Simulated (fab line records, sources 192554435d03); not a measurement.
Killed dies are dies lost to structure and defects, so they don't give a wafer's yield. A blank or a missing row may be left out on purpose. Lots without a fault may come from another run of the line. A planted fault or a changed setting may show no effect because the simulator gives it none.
fab line records | flow n5_finfet
record lots=4 wafers=12 last_day=18
route steps=1938 shown BEOL_M3@1015 BEOL_M4@1021 PASSIVATION@1936
lots that met no fault: from a run of the same line without faults
start_h: hours from the record's first day to the start of the lot's first wafer shown | wait_h: hours since the lot's step before | " the same as in the row above | L1.1+2: a row that stands for several wafers | - no value, or no start given | * or withheld: withheld | < > ~ a bound
route shown NAME@n: a module of which the file shows steps, and the number in the route of the first | usual: mean/standard deviation of fault-free wafers | same: alike in all rows | chamber/n: place in a boat | sites: the reading at each site | _std_site: their standard deviation | _edge_site: outer sites' mean less inner sites' | radius_mm: how far each site lies from the wafer's centre | mask NAME#n: copy n | behind: the tool/chamber that last shaped the wafer | hold: why the lot was held/for how many hours/how that ended | device: the transistor (n, p or np) that didn't switch | end of line: the same wafers' tests at the end of the route | a step without rows: its recipe alone | killed: dies lost to structure and defects at the first sort, not the wafer's yield | map: a wafer's dies, x killed, . not, _ none there
set.NAME: the setting as run; set.NAME@STEP: as run at that earlier step | model.NAME: the simulator's own value behind a step, which no gauge read
lots at some steps of the route; a table a step, a row a wafer
services: from which hour (start_h, from the record's first day; less than 0 if before it) a tool's chamber was out of use, for how many hours, and why
## steps
# step N5_BEOL_M3_PRE_CLEAN_60
# recipe gas=NH3/H2 time_s=15 temp_c=* rf_power_w=300
# step N5_BEOL_M3_CO_CAP_55
# recipe material=Co target_thk_a=20 temp_c=200 precursor=CCTBA/H2 pressure_torr=30 time_s=102.1
# step N5_BEOL_M3_PRE_CLEAN_56
# recipe gas=NH3 time_s=15 temp_c=withheld rf_power_w=300
# step N5_BEOL_M3_DEP_57
# recipe material=SiCN target_thk_a=80 temp_c=withheld precursor=3MS/NH3 pressure_torr=3 rf_w=202 time_s=14
# step N5_BEOL_M4_ILD_DEP_00
# recipe material=SiOC target_thk_a=790 temp_c=350 precursor=DEMS/O2 pressure_torr=5 rf_w=500 time_s=15.3
# step N5_BEOL_M4_PECVD_72
# recipe material=SiO2 target_thk_a=160 temp_c=400 precursor=TEOS/O2 pressure_torr=5.5 rf_w=450 teos_flow_sccm=53.8 gas=O2 flow_sccm=3000 time_s=18
# step N5_BEOL_M4_HM_DEP_02
# recipe material=TiN target_thk_a=200 temp_c=25 chamber_pressure_pa=0.49996
# step N5_BEOL_M4_COAT_61
# recipe resist=SOC temp_c=250 time_s=60 spin_rpm=1500 resist_thk_nm=60
# step N5_BEOL_M4_COAT_62
# recipe resist=SiARC temp_c=220 time_s=60 spin_rpm=1500 resist_thk_nm=12
# usual plate_temp_C=219.98/0.16 spin_speed_rpm=1500.2/0.98
# same time_s=60
# columns lot.wafer tool chamber start_h wait_h plate_temp_C spin_speed_rpm model.SiARC_of_BEOL_M4_COAT_62.thk_nm
L301.2 litho_track-01 0 155.40 - 219.89 1498.8 12
L301.3 " 0 " " 219.94 1500.6 12
L301.5 " 0 " " 219.79 1499.1 12
L321.2 litho_track-02 0 287.39 - 219.60 1500.9 12
L321.3 " 0 " " 219.72 1501.0 12
L321.5 " 0 " " 219.86 1500.5 12
L320.1 litho_track-01 0 288.23 - 219.94 1777.9 11
L320.3 " 0 " " 219.88 1776.7 11
L320.4 " 0 " " 219.88 1778.5 11
L319.1 litho_track-01 0 292.74 - 219.98 1778.5 11
L319.2 " 0 " " 220.07 1776.8 11
L319.4 " 0 " " 220.17 1777.1 11
# step N5_BEOL_M4_COAT_73
# recipe resist=underlayer temp_c=205 time_s=60 spin_rpm=1500 resist_thk_nm=5
# step N5_BEOL_M4_COAT_05
# recipe resist=CAR-EUV spin_rpm=1500 resist_thk_nm=30
# step N5_BEOL_M4_EBR_07
# recipe solvent=PGMEA ebr_width_mm=1.5
# step N5_BEOL_M4_SOFTBAKE_06
# recipe temp_c=110 time_s=60 resist=CAR-EUV
# step N5_BEOL_M4_EXPOSE_08
# recipe mask_id=M4 na=0.33 source_shape=dipole sigma_inner=0.369 sigma_outer=0.767 polarization=unpolarized dose_mj=41.25
# step N5_BEOL_M4_PEB_09
# recipe peb_temp_c=100 peb_time_s=60 resist=CAR-EUV
# step N5_BEOL_M4_DEVELOP_10
# recipe develop_time_s=30 developer=TMAH resist=CAR-EUV rinse_liquid=surfactant_rinse dry=air_spin dev_temp_c=23
# step N5_BEOL_M4_DESCUM_16
# recipe chemistry=O2 time_s=7 source_power_w=50 bias_power_w=20 pressure_mtorr=20 rf_frequency_hz=2.712e+07 temp_c=40 resist=CAR-EUV o2_flow_sccm=225
# step N5_BEOL_M4_ETCH_74
# recipe chemistry=N2/H2 target=underlayer target_depth_a=65 mask_material=CAR-EUV time_s=5.2 ion_energy_ev=200 pressure_mtorr=30 source_w=840 bias_w=150 n2_flow_sccm=200 h2_flow_sccm=200 ends=cleared
# step N5_BEOL_M4_ETCH_63
# recipe chemistry=CF4 target=SiARC target_depth_a=156 mask_material=CAR-EUV time_s=26 ion_energy_ev=80 pressure_mtorr=40 source_w=545 bias_w=36 Ar_flow_sccm=100 cf4_flow_sccm=100 ends=cleared
# usual chamber_pressure_mTorr=40.00/0.037 drypump_motor_current_A=5.7/0.58 etch_rf_on_time_s=26.5/0.6 oes_product_au=0.62/0.045 rf_vpp_V=183.7/1.2 showerhead_plenum_p_Torr=2.12/0.071 throttle_valve_pct=15.74/0.29
# columns lot.wafer tool chamber start_h wait_h chamber_pressure_mTorr drypump_motor_current_A etch_rf_on_time_s oes_product_au rf_hours_counter_h rf_vpp_V showerhead_plenum_p_Torr throttle_valve_pct model.etch.depth_nm model.CAR-EUV_of_BEOL_M4_COAT_05.thk_nm
L301.2 rie_diel-06 2 157.20 0.0 40.01 4.9 27.5 0.58 204 184.0 2.21 16.05 11.98 11.2
L301.3 " 1 " " 40.02 5.5 26.5 0.61 182 182.4 2.05 15.98 11.99 11.2
L301.5 " 3 " " 40.04 5.0 26.1 0.63 - 182.0 2.06 15.31 11.95 11.4
L321.2 rie_diel-02 2 287.96 0.0 39.98 6.1 27.0 0.63 149 182.3 2.14 15.65 11.99 11.2
L321.3 " 1 " " 39.98 6.7 25.9 0.67 118 186.2 2.25 15.42 11.98 11
L321.5 " 0 " " 40.02 5.7 26.2 0.64 - 182.5 2.12 15.73 12.01 11.2
L320.1 rie_diel-02 3 288.67 0.0 40.02 5.7 23.8 0.59 240 182.8 2.12 15.92 11.05 11.8
L320.3 " 1 " " 39.97 6.7 23.9 0.67 118 184.9 2.25 15.43 11.07 11.8
L320.4 " 2 " " 39.98 6.1 24.8 0.63 149 184.5 2.14 15.66 11.06 12
L319.1 rie_diel-06 1 293.37 0.0 39.97 5.5 24.5 0.58 227 182.5 2.03 16.07 11.01 11.8
L319.2 " 2 " " 40.00 4.9 25.3 0.55 247 185.3 2.19 16.12 11.08 11.8
L319.4 " 2 " " 40.02 4.9 25.4 0.56 - 185.9 2.19 16.11 11.04 11.8
# step N5_BEOL_M4_ETCH_64
# recipe chemistry=N2/H2 target=SOC target_depth_a=750 overetch_a=225 mask_material=SiARC temp_c=40 time_s=121.9 ion_energy_ev=200 pressure_mtorr=30 source_w=840 bias_w=150 n2_flow_sccm=200 h2_flow_sccm=200
# usual chamber_pressure_mTorr=30.002/0.029 drypump_motor_current_A=5.7/0.58 n2_flow_sccm=200.1/0.55 oes_product_au=0.55/0.036 rf_vpp_V=522.9/2.5 showerhead_plenum_p_Torr=2.51/0.084 temp_c=40.00/0.1 throttle_valve_pct=17.9/0.34
# same time_s=121.9
# columns lot.wafer tool chamber start_h wait_h chamber_pressure_mTorr drypump_motor_current_A n2_flow_sccm oes_product_au rf_hours_counter_h rf_vpp_V showerhead_plenum_p_Torr temp_c throttle_valve_pct model.SiARC_of_BEOL_M4_COAT_62.thk_nm
L301.2 rie_diel-06 2 157.23 0.0 30.039 4.9 200.2 0.53 204 525.6 2.63 40.06 18.2 6.6
L301.3 " 1 " " 29.994 5.5 200.5 0.54 182 520.3 2.42 40.22 18.3 6.2
L301.5 " 3 " " 29.986 5.0 200.7 0.56 - 521.8 2.44 39.89 17.5 6.4
L321.2 rie_diel-02 2 287.99 0.0 30.025 6.1 199.8 0.57 149 523.9 2.55 40.02 17.9 6.4
L321.3 " 1 " " 30.021 6.7 200.3 0.59 118 525.5 2.65 39.96 17.4 6.6
L321.5 " 0 " " 30.002 5.7 199.5 0.57 - 523.6 2.52 39.90 17.8 6
L320.1 rie_diel-02 3 288.70 0.0 29.983 5.7 200.5 0.53 241 522.8 2.49 39.95 17.9 5.4
L320.3 " 1 " " 30.025 6.7 200.9 0.59 118 526.5 2.65 40.04 17.4 5.6
L320.4 " 2 " " 30.056 6.1 199.9 0.57 149 524.1 2.55 40.02 17.9 5.6
L319.1 rie_diel-06 1 293.40 0.0 29.987 5.5 200.2 0.52 227 519.3 2.40 39.98 18.3 5.2
L319.2 " 2 " " 29.985 4.9 199.5 0.51 247 525.9 2.61 40.07 18.3 5.6
L319.4 " 2 " " 30.001 4.9 199.6 0.51 - 526.5 2.61 39.94 18.3 5.6
# step N5_BEOL_M4_STRIP_65
# recipe chemistry=N2/H2 temp_c=40 n2_flow_sccm=200 h2_flow_sccm=200 rf_frequency_hz=6e+07
# step N5_BEOL_M4_RC_MEAS_101
# usual DIBL_N=36.3/2 DIBL_P=36.3/2.4 IOFF_N=0.16/0.034 IOFF_P=0.21/0.035 ION_N=672/12 ION_P=459/6.5 SS_N=71.6/0.67 SS_P=73.3/0.71 VT_N=250/3.5 VT_P=-251/3
# columns lot.wafer tool chamber start_h wait_h DIBL_N[mV/V] DIBL_P[mV/V] IOFF_N[nA/um] IOFF_P[nA/um] ION_N[uA/um] ION_P[uA/um] SS_N[mV/dec] SS_P[mV/dec] VT_N[mV] VT_P[mV]
L301.2 prober-02 0 168.59 0.2 39.1 37.4 0.18 0.24 670 462 72.4 72.9 248 -247
L301.3 " 0 " " 35.9 33.7 0.13 0.18 685 467 70.7 73.0 252 -249
L301.5 " 0 " " 34.6 32.9 0.11 0.17 648 453 70.7 72.7 255 -252
L321.2 prober-02 0 296.36 0.2 33.6 32.7 0.13 0.16 674 456 71.3 72.5 251 -253
L321.3 " 0 " " 35.7 35.4 0.17 0.19 684 458 71.8 72.8 247 -251
L321.5 " 0 " " 36.7 37.5 0.20 0.22 695 467 72.5 73.0 244 -249
L320.1 prober-02 0 308.21 0.0 37.4 37.5 0.17 0.20 680 459 71.4 73.3 249 -252
L320.3 " 0 " " 37.2 36.5 0.17 0.19 679 454 72.1 73.0 249 -252
L320.4 " 0 " " 35.2 35.1 0.14 0.17 676 457 71.1 73.0 249 -256
L319.1 prober-02 0 318.71 0.0 35.9 35.4 0.17 0.19 672 457 71.6 73.7 249 -253
L319.2 " 0 " " 34.7 34.2 0.14 0.18 674 451 71.0 72.9 252 -251
L319.4 " 0 " " 37.3 38.2 0.22 0.24 687 459 72.3 74.5 243 -250
# step N5_PASSIVATION_PROBE_49
# usual defect_limited_yield=91.4/1.5 killed_at_M0_to_M3=33/11 killed_at_M4_up=14/5.3 killed_at_contacts=13/6.2 killed_at_front_end=39/13 killed_at_other=3.1/2.8 killed_dies=102/17 killed_open=68/13 killed_short=32/7.8 sort_bin_5_function=5.1/0.95 sort_bin_6_memory=3.2/0.7 sort_n_pass=1078/18 sort_yield_pct=91.3/1.5
# same gross_dies=1180 killed_at_back_side=0 sort_bin_4_leakage[%]=0 sort_bin_8_speed[%]=0
# columns lot.wafer tool chamber start_h wait_h defect_limited_yield[%] killed_at_M0_to_M3 killed_at_M4_up killed_at_contacts killed_at_front_end killed_at_other killed_dies killed_open killed_short sort_bin_5_function[%] sort_bin_6_memory[%] sort_n_pass sort_yield_pct[%]
L321.2 prober-01 - 404.55 0.1 90.6 17 15 29 50 0 111 76 35 5.8 3.4 1069 90.6
L321.3 prober-01 - 404.60 0.1 91.6 31 20 10 37 1 99 61 36 4.5 3.4 1081 91.6
L321.5 prober-01 - 404.70 0.2 92.6 21 13 11 42 0 87 51 34 4.9 2.1 1093 92.6
L320.1 prober-02 - 422.86 0.0 91.2 44 7 18 33 2 104 80 22 5.1 3.6 1076 91.2
L320.3 prober-02 - 422.96 0.1 88.5 53 10 26 39 8 136 76 58 6.8 4.3 1044 88.5
L320.4 prober-02 - 423.01 0.2 88.7 77 12 16 27 1 133 88 45 6.3 4.2 1047 88.7
# killed by level:class
L321.2 MOL_CONTACT_COAG:geometric_particle:open=26 FIN_SAQP:geometric_particle:open=13 FIN_SAQP:geometric_particle:short=7 STI_FIN_REVEAL:geometric_particle:open=7 DUMMY_GATE:geometric_particle:open=7 BEOL_M0_SAQP:geometric_particle:open=7 GATE_CUT:geometric_particle:short=5 BEOL_M0_SAQP:geometric_particle:short=5
L321.3 BEOL_M0_SAQP:geometric_particle:short=11 STI_FIN_REVEAL:geometric_particle:open=9 BEOL_M4:geometric_particle:open=9 FIN_SAQP:geometric_particle:short=8 MOL_CONTACT_COAG:geometric_particle:open=8 BEOL_M0_SAQP:geometric_particle:open=8 FIN_SAQP:geometric_particle:open=5 BEOL_M3:geometric_particle:open=5
L321.5 STI_FIN_REVEAL:geometric_particle:open=10 BEOL_M0_SAQP:geometric_particle:open=8 MOL_CONTACT_COAG:geometric_particle:open=8 FIN_SAQP:geometric_particle:open=5 FIN_SAQP:geometric_particle:short=4 STI_FIN_REVEAL:geometric_particle:short=4 ILD0:geometric_particle:short=4 GATE_CUT:geometric_particle:short=4
L320.1 MOL_CONTACT_COAG:geometric_particle:open=14 FIN_SAQP:geometric_particle:open=10 BEOL_M0_SAQP:geometric_particle:open=10 BEOL_M3:geometric_particle:open=10 BEOL_M2:geometric_particle:open=9 BEOL_M0_SAQP:geometric_particle:short=6 STI_FIN_REVEAL:geometric_particle:open=5 FIN_SAQP:geometric_particle:short=4
L320.3 MOL_CONTACT_COAG:geometric_particle:open=20 BEOL_M0_SAQP:geometric_particle:short=17 BEOL_M0_SAQP:geometric_particle:open=15 BEOL_M3:geometric_particle:open=9 FIN_SAQP:geometric_particle:short=8 FIN_SAQP:geometric_particle:open=7 MOL_CONTACT_COAG:geometric_particle:short=5 BEOL_M2:geometric_particle:open=5
L320.4 BEOL_M0_SAQP:geometric_particle:open=35 BEOL_M0_SAQP:geometric_particle:short=25 MOL_CONTACT_COAG:geometric_particle:open=14 BEOL_M2:geometric_particle:open=6 FIN_SAQP:geometric_particle:open=5 BEOL_M3:geometric_particle:open=5 FIN_SAQP:geometric_particle:short=4 BEOL_M4:geometric_particle:open=4
## services
# columns tool chamber start_h hours kind
rie_diel-06 0 138.95 18.3 repair
litho_track-01 - 170.04 - consumable_replace:filter
rie_diel-02 - 212.23 1.0 repair
rie_diel-06 - 227.77 0.4 repair
rie_diel-06 0 287.51 - clean
rie_diel-06 0 287.51 - consumable_replace:focus_ring
rie_diel-06 0 287.51 - consumable_replace:showerhead
rie_diel-06 0 287.51 16.2 scheduled_down
rie_diel-06 0 287.51 16.2 vent_cycle
## key
first_sign step=N5_BEOL_M4_COAT_62 reading=spin_speed_rpm direction=up sigmas=99+ usual=* struck=*
effect step=N5_BEOL_M4_ETCH_63 reading=etch_rf_on_time_s direction=down sigmas=3.1 usual=* struck=*
model_effect step=N5_BEOL_M4_COAT_62 value=SiARC_of_BEOL_M4_COAT_62.thk_nm without=12 struck=11
model_effect step=N5_BEOL_M4_ETCH_63 value=etch.depth_nm without=12.03 struck=11.05
model_effect step=N5_BEOL_M4_ETCH_64 value=SiARC_of_BEOL_M4_COAT_62.thk_nm without=6.5 struck=5.5
met_at N5_BEOL_M4_COAT_62
struck_wafers L319.1,L319.2,L319.4,L320.1,L320.3,L320.4
onset_between 155.40 288.23
earlier_fault kind=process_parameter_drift tool=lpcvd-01 chamber=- onset_h=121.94 steps=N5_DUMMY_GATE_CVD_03 channel=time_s offset=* shape=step end_h=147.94 acts_in=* stated=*
fault kind=process_parameter_drift tool=litho_track-01 chamber=- onset_h=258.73 steps=N5_BEOL_M4_COAT_62 channel=spin_rpm offset=* shape=step end_h=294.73 acts_in=* stated=*
